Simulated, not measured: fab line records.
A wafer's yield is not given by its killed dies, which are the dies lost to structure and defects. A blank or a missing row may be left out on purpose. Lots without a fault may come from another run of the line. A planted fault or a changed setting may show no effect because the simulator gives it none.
fab line records	flow n5-finfet
[record] lots = 10	wafers = 30	last-day = 19
route steps=1938 shown ZERO_LAYER@6 WELL_APT@55 PMOS_HMC_CHANNEL_EPI@69 PASSIVATION@1936
lots with no fault: from the same line, run without faults
start-h: hours from the record's opening day to when the first of the lot's shown wafers began	wait-h: hours from the lot's prior step to this one	" identical to the entry in the row above	L1.1+2: a single row standing in for several wafers	- value missing, or start not given	* or withheld: withheld	< > ~ a bound
route shown NAME@n: a module of which the file shows steps, and the number in the route of the first	usual: average and standard deviation across the fault-free wafers	same: alike in all rows	chamber/n: place in a boat	sites: each site's reading	_std_site: how widely they spread, as a standard deviation	_edge_site: inner sites' mean taken away from outer sites' mean	radius-mm: for every site, how far away it sits from the centre of the wafer	mask NAME#n: copy n	behind: the most recent tool/chamber to have shaped the wafer	hold: the reason the lot was held/the length of the hold in hours/how it ended	device: which transistor (n, p or np) failed to switch	end of line: the route-end tests of the same wafers	for a step that has no rows: nothing shown but its recipe	killed: not the wafer's yield, but the dies lost to structure and defects at the first sort	map: the dies of a wafer, with x for killed, . for not killed, _ for no die there
set.NAME: the setting the step ran with; set.NAME@STEP: the setting that earlier step ran with	model.NAME: the simulator's own value behind a step, which no gauge read
a sample of lots followed through the steps of the route, with each step as a table and each wafer as a row
services: a tool's chamber out of use, with start hour (start-h, from the record's first day; less than 0 if before it), hours out, and reason
[[steps]]
[step N5_ZERO_LAYER_COAT_05]
[recipe] spin-rpm = 1500	resist-thk-nm = 1000
[usual] spin-speed-rpm = 1499.9/1.1
lot.wafer	tool	chamber	start-h	wait-h	spin-speed-rpm
L360.1	litho-track-03	0	12.38	-	1499.4
L360.3	"	0	"	"	1501.9
L360.5	"	0	"	"	1500.1
L361.2	litho-track-02	0	18.36	-	1499.3
L361.3	"	0	"	"	1500.2
L361.6	"	0	"	"	1498.5
L367.2	litho-track-02	0	54.36	-	1498.1
L367.5	"	0	"	"	1499.0
L367.6	"	0	"	"	1499.3
L369.3	litho-track-03	0	66.36	-	1500.4
L369.4	"	0	"	"	1499.7
L369.5	"	0	"	"	1500.6
L371.2	litho-track-02	0	78.40	-	1466.7
L371.3	"	0	"	"	1464.0
L371.4	"	0	"	"	1465.8
L373.1	litho-track-02	0	90.36	-	1464.5
L373.4	"	0	"	"	1465.0
L373.6	"	0	"	"	1466.5
L374.1	litho-track-03	0	96.38	-	1500.7
L374.2	"	0	"	"	1501.0
L374.4	"	0	"	"	1500.0
L377.1	litho-track-03	0	114.36	-	1498.4
L377.3	"	0	"	"	1499.4
L377.6	"	0	"	"	1498.6
L378.1	litho-track-04	0	120.36	-	1501.5
L378.2	"	0	"	"	1499.1
L378.6	"	0	"	"	1500.5
L380.1	litho-track-04	0	132.36	-	1499.9
L380.2	"	0	"	"	1500.2
L380.3	"	0	"	"	1500.5
[step N5_ZERO_LAYER_STRIP_24]
[recipe] chemistry = O2	power-w = 1000	temp-c = 250	overash-fraction = 0.3	pressure-mtorr = 1000	o2-flow-sccm = 6750
[usual] drypump-motor-current-A = 5.75/0.1	heater-power-w = 342/22	o2-flow-sccm = 6747/19	oes-product-au = 0.647/0.0038	strip-time-to-endpoint-s = 43.86/0.12
lot.wafer	tool	chamber	start-h	wait-h	drypump-motor-current-A	heater-power-w	o2-flow-sccm	oes-product-au	rf-hours-counter-h	strip-time-to-endpoint-s
L360.1	plasma-asher-02	1	13.03	0.1	5.73	312	6781	0.643	77	43.97
L360.3	"	1	"	"	5.72	300	6747	0.644	-	43.95
L360.5	"	0	"	"	5.95	354	6752	0.646	-	43.96
L361.2	plasma-asher-01	0	18.89	0.1	5.65	354	6760	0.645	24	43.81
L361.3	"	0	"	"	5.64	346	6739	0.637	-	43.75
L361.6	"	0	"	"	5.64	368	6755	0.649	-	43.85
L367.2	plasma-asher-01	1	54.89	0.1	5.72	341	6774	0.652	31	43.94
L367.5	"	0	"	"	5.62	369	6752	0.652	-	43.93
L367.6	"	1	"	"	5.76	332	6764	0.649	-	43.97
L369.3	plasma-asher-02	0	67.07	0.1	5.95	352	6745	0.644	-	44.12
L369.4	"	1	"	"	5.72	311	6752	0.648	-	44.08
L369.5	"	0	"	"	5.95	351	6729	0.652	-	44.04
L371.2	plasma-asher-01	1	79.16	0.1	5.71	345	6786	0.654	36	44.20
L371.3	"	0	"	"	5.66	355	6767	0.642	-	44.16
L371.4	"	1	"	"	5.72	343	6741	0.646	-	44.19
L373.1	plasma-asher-01	0	90.89	0.1	5.66	362	6762	0.641	38	44.25
L373.4	"	1	"	"	5.74	345	6750	0.646	-	44.25
L373.6	"	1	"	"	5.74	342	6738	0.649	-	44.18
L374.1	plasma-asher-02	0	97.04	0.1	5.94	349	6739	0.647	94	44.06
L374.2	"	1	"	"	5.72	298	6753	0.645	94	44.08
L374.4	"	0	"	"	5.94	354	6735	0.651	-	43.91
L377.1	plasma-asher-01	0	115.02	0.1	5.65	360	6766	0.644	44	43.83
L377.3	"	0	"	"	5.65	377	6734	0.648	-	43.79
L377.6	"	0	"	"	5.66	369	6756	0.652	-	43.83
L378.1	plasma-asher-02	1	120.89	0.1	5.73	300	6766	0.645	99	43.88
L378.2	"	0	"	"	5.94	350	6755	0.648	99	43.85
L378.6	"	0	"	"	5.96	360	6746	0.646	-	43.82
L380.1	plasma-asher-02	1	133.02	0.1	5.73	311	6725	0.645	102	43.90
L380.2	"	0	"	"	5.93	353	6743	0.650	102	44.02
L380.3	"	0	"	"	5.96	340	6746	0.640	-	43.99
[step N5_WELL_APT_EPI_41]
[recipe] material = Si	target-thk-a = 500	temp-c = 650	precursor = SiH4/H2	pressure-torr = 20	time-s = 297.7
[usual] throttle-valve-pct = 10.6/0.44
lot.wafer	tool	chamber	start-h	wait-h	throttle-valve-pct
L360.1	epi-rpcvd-02	0	16.71	0.0	10.9
L360.3	"	0	"	"	10.7
L360.5	"	0	"	"	11.3
L361.2	epi-rpcvd-01	0	21.97	0.1	10.4
L361.3	"	0	"	"	10.3
L361.6	"	0	"	"	10.5
L367.2	epi-rpcvd-03	0	58.60	0.2	10.0
L367.5	"	0	"	"	10.2
L367.6	"	0	"	"	10.0
L369.3	epi-rpcvd-03	0	70.34	0.3	10.1
L369.4	"	0	"	"	10.0
L369.5	"	0	"	"	10.1
L371.2	epi-rpcvd-01	0	82.16	0.1	10.3
L371.3	"	0	"	"	10.5
L371.4	"	0	"	"	10.4
L373.1	epi-rpcvd-02	0	94.23	0.0	11.0
L373.4	"	0	"	"	11.0
L373.6	"	0	"	"	11.1
L374.1	epi-rpcvd-03	0	100.06	0.0	10.3
L374.2	"	0	"	"	10.3
L374.4	"	0	"	"	10.2
L377.1	epi-rpcvd-03	0	118.18	0.0	9.9
L377.3	"	0	"	"	10.1
L377.6	"	0	"	"	10.2
L378.1	epi-rpcvd-02	0	124.27	0.0	11.1
L378.2	"	0	"	"	11.0
L378.6	"	0	"	"	10.9
L380.1	epi-rpcvd-02	0	136.39	0.0	11.1
L380.2	"	0	"	"	10.9
L380.3	"	0	"	"	10.9
[step N5_PMOS_HMC_CHANNEL_EPI_ETCH_32]
[recipe] chemistry = N2/H2	target = BARC	stop-on = SiO2	target-depth-a = 858	over-etch-frac = 0.3	time-s = 50.3	ion-energy-ev = 200	mask-material = CAR-ArF-block	pressure-mtorr = 30	source-w = 840	bias-w = 150	n2-flow-sccm = 200	h2-flow-sccm = 200
[usual] drypump-motor-current-A = 5.7/0.43	n2-flow-sccm = 200.0/0.65	oes-product-au = 0.66/0.069	rf-vpp-V = 523.5/2.7	showerhead-plenum-p-Torr = 2.53/0.089	throttle-valve-pct = 17.95/0.21
lot.wafer	tool	chamber	start-h	wait-h	drypump-motor-current-A	n2-flow-sccm	oes-product-au	rf-hours-counter-h	rf-vpp-V	showerhead-plenum-p-Torr	throttle-valve-pct
L360.1	rie-diel-03	1	18.35	0.0	6.1	199.5	0.64	170	527.4	2.64	18.03
L360.3	"	2	"	"	5.3	199.6	0.64	183	521.0	2.42	17.99
L360.5	"	3	"	"	5.5	200.0	0.59	-	522.0	2.42	18.00
L361.2	rie-diel-02	3	23.07	0.0	5.8	200.8	0.73	42	521.7	2.49	18.10
L361.3	"	2	"	"	6.0	200.1	0.67	114	527.5	2.66	17.78
L361.6	"	2	"	"	6.1	199.3	0.66	-	527.2	2.66	17.78
L367.2	rie-diel-03	1	60.29	0.0	6.0	200.6	0.64	187	524.9	2.63	18.06
L367.5	"	2	"	"	5.3	199.5	0.63	-	520.1	2.42	18.02
L367.6	"	1	"	"	6.1	199.7	0.63	-	525.8	2.63	18.06
L369.3	rie-diel-02	0	71.58	0.0	5.6	199.6	0.59	244	522.6	2.50	18.05
L369.4	"	2	"	"	6.0	199.0	0.66	129	527.5	2.65	17.79
L369.5	"	0	"	"	5.6	200.2	0.59	-	522.2	2.50	18.04
L371.2	rie-diel-02	2	83.26	0.0	6.1	199.9	0.66	133	528.4	2.65	17.80
L371.3	"	1	"	"	6.3	199.5	0.60	249	526.1	2.60	18.07
L371.4	"	3	"	"	5.8	200.7	0.70	60	521.3	2.48	18.12
L373.1	rie-diel-03	0	95.32	0.0	4.8	200.5	0.77	14	522.9	2.50	17.54
L373.4	"	3	"	"	5.5	199.9	0.58	-	518.9	2.40	18.05
L373.6	"	2	"	"	5.3	199.1	0.63	-	521.2	2.41	18.04
L374.1	rie-diel-02	3	101.38	0.0	5.8	200.3	0.70	66	522.6	2.48	18.15
L374.2	"	2	"	"	6.0	201.1	0.65	139	525.8	2.65	17.82
L374.4	"	2	"	"	6.0	201.5	0.65	-	526.4	2.65	17.82
L377.1	rie-diel-03	1	119.52	0.0	6.0	200.3	0.62	201	526.3	2.63	18.08
L377.3	"	0	"	"	4.7	200.1	0.75	23	522.8	2.49	17.54
L377.6	"	1	"	"	6.1	201.2	0.62	-	527.0	2.63	18.08
L378.1	rie-diel-02	1	125.69	0.0	6.3	200.3	0.80	9	525.7	2.60	17.67
L378.2	"	2	"	"	6.0	200.4	0.65	148	527.0	2.64	17.84
L378.6	"	3	"	"	5.8	200.4	0.69	-	523.6	2.48	18.15
L380.1	rie-diel-02	2	137.73	0.0	6.0	199.6	0.65	151	525.3	2.64	17.83
L380.2	"	3	"	"	5.8	201.4	0.68	79	522.4	2.47	18.15
L380.3	"	0	"	"	5.6	200.4	0.81	7	521.8	2.49	17.64
[step N5_PMOS_HMC_CHANNEL_EPI_HM_OPEN_15]
[recipe] chemistry = CHF3/O2	target = SiO2	mask-material = CAR-ArF-block	target-depth-a = 406	CHF3_flow_sccm = 50	O2_flow_sccm = 5	Ar_flow_sccm = 200	time-s = 20.3	pressure-mtorr = 30	source-w = 650	bias-w = 170	ion-energy-ev = 200
[usual] drypump-motor-current-A = 5.7/0.43	oes_o_777_au = 0.77/0.08	oes-product-au = 0.77/0.083	rf-vpp-V = 523/4.4	showerhead-plenum-p-Torr = 2.41/0.084	throttle-valve-pct = 18.99/0.19
lot.wafer	tool	chamber	start-h	wait-h	drypump-motor-current-A	oes_o_777_au	oes-product-au	rf-hours-counter-h	rf-vpp-V	showerhead-plenum-p-Torr	throttle-valve-pct
L360.1	rie-diel-03	1	18.39	0.0	6.1	0.76	0.75	170	532	2.50	18.94
L360.3	"	2	"	"	5.3	0.75	0.74	183	522	2.30	19.01
L360.5	"	3	"	"	5.5	0.69	0.68	-	522	2.29	19.00
L361.2	rie-diel-02	3	23.11	0.0	5.8	0.86	0.86	42	518	2.35	19.13
L361.3	"	2	"	"	6.0	0.79	0.79	114	525	2.53	18.93
L361.6	"	2	"	"	6.0	0.79	0.78	-	527	2.53	18.92
L367.2	rie-diel-03	1	60.33	0.0	6.0	0.74	0.75	187	529	2.49	18.97
L367.5	"	2	"	"	5.3	0.73	0.73	-	523	2.29	19.02
L367.6	"	1	"	"	6.0	0.75	0.74	-	529	2.49	18.97
L369.3	rie-diel-02	0	71.62	0.0	5.6	0.69	0.67	244	519	2.38	19.14
L369.4	"	2	"	"	6.1	0.79	0.77	129	526	2.52	18.93
L369.5	"	0	"	"	5.6	0.69	0.68	-	518	2.38	19.15
L371.2	rie-diel-02	2	83.30	0.0	6.0	0.78	0.77	133	526	2.52	18.94
L371.3	"	1	"	"	6.3	0.70	0.69	249	521	2.48	19.03
L371.4	"	3	"	"	5.8	0.83	0.83	60	516	2.35	19.18
L373.1	rie-diel-03	0	95.36	0.0	4.8	0.89	0.89	14	524	2.38	18.65
L373.4	"	3	"	"	5.5	0.67	0.66	-	523	2.28	19.06
L373.6	"	2	"	"	5.3	0.72	0.71	-	522	2.29	19.05
L374.1	rie-diel-02	3	101.42	0.0	5.8	0.82	0.82	66	519	2.35	19.20
L374.2	"	2	"	"	6.0	0.78	0.76	139	526	2.52	18.94
L374.4	"	2	"	"	6.0	0.77	0.76	-	525	2.52	18.96
L377.1	rie-diel-03	1	119.56	0.0	6.0	0.73	0.73	201	531	2.49	18.99
L377.3	"	0	"	"	4.8	0.87	0.87	23	523	2.37	18.68
L377.6	"	1	"	"	6.0	0.74	0.73	-	530	2.49	18.99
L378.1	rie-diel-02	1	125.74	0.0	6.3	0.94	0.94	9	521	2.47	18.63
L378.2	"	2	"	"	6.0	0.76	0.75	148	525	2.51	18.97
L378.6	"	3	"	"	5.8	0.81	0.81	-	516	2.34	19.21
L380.1	rie-diel-02	2	137.77	0.0	6.0	0.77	0.74	151	525	2.51	18.96
L380.2	"	3	"	"	5.8	0.81	0.80	79	518	2.34	19.20
L380.3	"	0	"	"	5.7	0.97	0.97	7	517	2.38	18.74
[step N5_PASSIVATION_PROBE_49]
[usual] defect-limited-yield = 91.6/1.6	killed_at_M0_to_M3 = 32/9.7	killed_at_M4_up = 13/4.4	killed-at-contacts = 12/6.5	killed-at-front-end = 38/12	killed-at-other = 3.7/3	killed-dies = 99/18	killed-on-rim = 13/3.9	killed-open = 66/14	killed-short = 32/7.5	sort_bin_5_function = 4.9/1	sort_bin_6_memory = 3.2/0.73	sort-n-pass = 1081/18	sort-yield-pct = 91.6/1.6
[same] gross-dies = 1180	killed-at-back-side = 0	sort_bin_4_leakage[%] = 0	sort_bin_8_speed[%] = 0
lot.wafer	tool	chamber	start-h	wait-h	defect-limited-yield[%]	killed_at_M0_to_M3	killed_at_M4_up	killed-at-contacts	killed-at-front-end	killed-at-other	killed-dies	killed-on-rim	killed-open	killed-short	sort_bin_5_function[%]	sort_bin_6_memory[%]	sort-n-pass	sort-yield-pct[%]
L374.1	prober-01	-	408.99	0.0	90.3	36	12	12	50	4	114	17	70	40	6.0	3.1	1066	90.3
L374.2	prober-01	-	409.04	0.1	91.2	48	10	11	32	3	104	15	67	34	5.5	3.0	1076	91.2
L374.4	prober-01	-	409.14	0.2	90.8	41	16	14	34	4	109	12	77	32	5.6	3.1	1071	90.8
L373.4	prober-01	-	418.85	0.2	92.1	35	19	7	29	3	93	9	62	31	4.7	3.1	1087	92.1
L373.6	prober-01	-	418.95	0.3	92.6	23	15	8	40	1	87	12	56	31	4.3	3.0	1093	92.6
L377.1	prober-01	-	448.15	0.0	90.3	47	11	15	40	1	114	21	72	42	5.7	3.7	1066	90.3
L377.3	prober-01	-	448.25	0.1	93.6	25	12	4	34	0	75	13	52	23	3.5	2.7	1105	93.6
L377.6	prober-01	-	448.40	0.3	89.7	42	25	14	38	2	121	22	85	36	6.0	3.8	1059	89.7
// killed by level:class
L374.1 FIN_SAQP:geometric-particle:short=10 STI_FIN_REVEAL:geometric-particle:open=10 BEOL_M0_SAQP:geometric-particle:short=10 MOL_CONTACT_COAG:geometric-particle:open=9 DUMMY_GATE:geometric-particle:open=8 BEOL_M4:geometric-particle:open=8 BEOL_M0_SAQP:geometric-particle:open=7 BEOL_M3:geometric-particle:open=7
L374.2 BEOL_M0_SAQP:geometric-particle:open=13 BEOL_M0_SAQP:geometric-particle:short=9 BEOL_M3:geometric-particle:open=8 FIN_SAQP:geometric-particle:short=7 FIN_SAQP:geometric-particle:open=7 MOL_CONTACT_COAG:geometric-particle:open=6 BEOL_M0:geometric-particle:open=5 BEOL_M2:geometric-particle:open=5
L374.4 FIN_SAQP:geometric-particle:open=14 BEOL_M1:geometric-particle:open=14 MOL_CONTACT_COAG:geometric-particle:open=12 BEOL_M3:geometric-particle:open=9 BEOL_M0_SAQP:geometric-particle:short=6 BEOL_M4:geometric-particle:open=6 DUMMY_GATE:geometric-particle:open=5 FIN_SAQP:geometric-particle:short=4
L373.4 BEOL_M0:geometric-particle:open=9 BEOL_M2:geometric-particle:open=9 BEOL_M4:geometric-particle:open=8 GATE_CUT:geometric-particle:short=6 STI_FIN_REVEAL:geometric-particle:open=5 MOL_CONTACT_COAG:geometric-particle:open=5 BEOL_M3:geometric-particle:open=4 BEOL_M5:geometric-particle:open=4
L373.6 FIN_SAQP:geometric-particle:short=10 GATE_CUT:geometric-particle:short=7 FIN_SAQP:geometric-particle:open=6 STI_FIN_REVEAL:geometric-particle:open=6 GATE_CUT:geometric-particle:open=6 BEOL_M2:geometric-particle:open=6 BEOL_M4:geometric-particle:open=6 MOL_CONTACT_COAG:geometric-particle:open=5
L377.1 BEOL_M0_SAQP:geometric-particle:open=16 BEOL_M0_SAQP:geometric-particle:short=13 MOL_CONTACT_COAG:geometric-particle:open=11 FIN_SAQP:geometric-particle:open=7 STI_FIN_REVEAL:geometric-particle:open=7 DUMMY_GATE:geometric-particle:open=6 GATE_CUT:geometric-particle:short=5 BEOL_M4:geometric-particle:open=5
L377.3 STI_FIN_REVEAL:geometric-particle:open=9 DUMMY_GATE:geometric-particle:open=6 BEOL_M0_SAQP:geometric-particle:short=6 BEOL_M0_SAQP:geometric-particle:open=5 BEOL_M1:geometric-particle:open=5 FIN_SAQP:geometric-particle:open=4 FIN_SAQP:geometric-particle:short=4 GATE_CUT:geometric-particle:short=4
L377.6 MOL_CONTACT_COAG:geometric-particle:open=12 BEOL_M0_SAQP:geometric-particle:short=11 BEOL_M0_SAQP:geometric-particle:open=11 FIN_SAQP:geometric-particle:open=10 BEOL_M1:geometric-particle:open=9 FIN_SAQP:geometric-particle:short=8 BEOL_M4:geometric-particle:open=7 DUMMY_GATE:geometric-particle:open=5
[[services]]
tool	chamber	start-h	hours	kind
rie-diel-03	0	17.61	9.8	repair
rie-diel-03	0	30.72	-	clean
rie-diel-03	0	30.72	-	consumable-replace:focus-ring
rie-diel-03	0	30.72	21.0	scheduled-down
rie-diel-03	0	30.72	21.0	vent-cycle
epi-rpcvd-03	-	33.20	6.0	pm
epi-rpcvd-02	-	84.66	0.5	pm
rie-diel-02	1	86.29	-	clean
rie-diel-02	1	86.29	-	consumable-replace:focus-ring
rie-diel-02	1	86.29	15.5	scheduled-down
rie-diel-02	1	86.29	15.5	vent-cycle
rie-diel-03	1	92.93	14.9	repair
epi-rpcvd-03	-	100.86	2.8	pm
rie-diel-02	0	102.04	-	clean
rie-diel-02	0	102.04	-	consumable-replace:focus-ring
rie-diel-02	0	102.04	16.1	scheduled-down
rie-diel-02	0	102.04	16.1	vent-cycle
epi-rpcvd-01	-	106.64	2.8	pm
rie-diel-03	3	108.35	-	clean
rie-diel-03	3	108.35	-	consumable-replace:focus-ring
rie-diel-03	3	108.35	-	consumable-replace:showerhead
rie-diel-03	3	108.35	18.4	scheduled-down
rie-diel-03	3	108.35	18.4	vent-cycle
plasma-asher-01	-	117.89	8.2	repair
[[key]]
[first-sign] step = N5_ZERO_LAYER_COAT_05	reading = spin-speed-rpm	direction = down	sigmas = 31	usual = *	struck = *
[effect] step = N5_ZERO_LAYER_STRIP_24	reading = strip-time-to-endpoint-s	direction = up	sigmas = 2.9	usual = *	struck = *
met-at N5_ZERO_LAYER_COAT_05
struck-lots L371,L373
rows-end L371.2,L371.3,L371.4,L373.1
not-acting-at N5_WELL_APT_EPI_41,N5_PMOS_HMC_CHANNEL_EPI_ETCH_32,N5_PMOS_HMC_CHANNEL_EPI_HM_OPEN_15
onset-between 54.36 78.40
[fault] kind = process-parameter-drift	tool = litho-track-02	chamber = -	onset-h = 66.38	steps = N5_ZERO_LAYER_COAT_05	channel = spin-rpm	offset = *	shape = step	acts-in = *	stated = *
// rows-end: these wafers met a further fault down the route, and their rows from its step on are left out
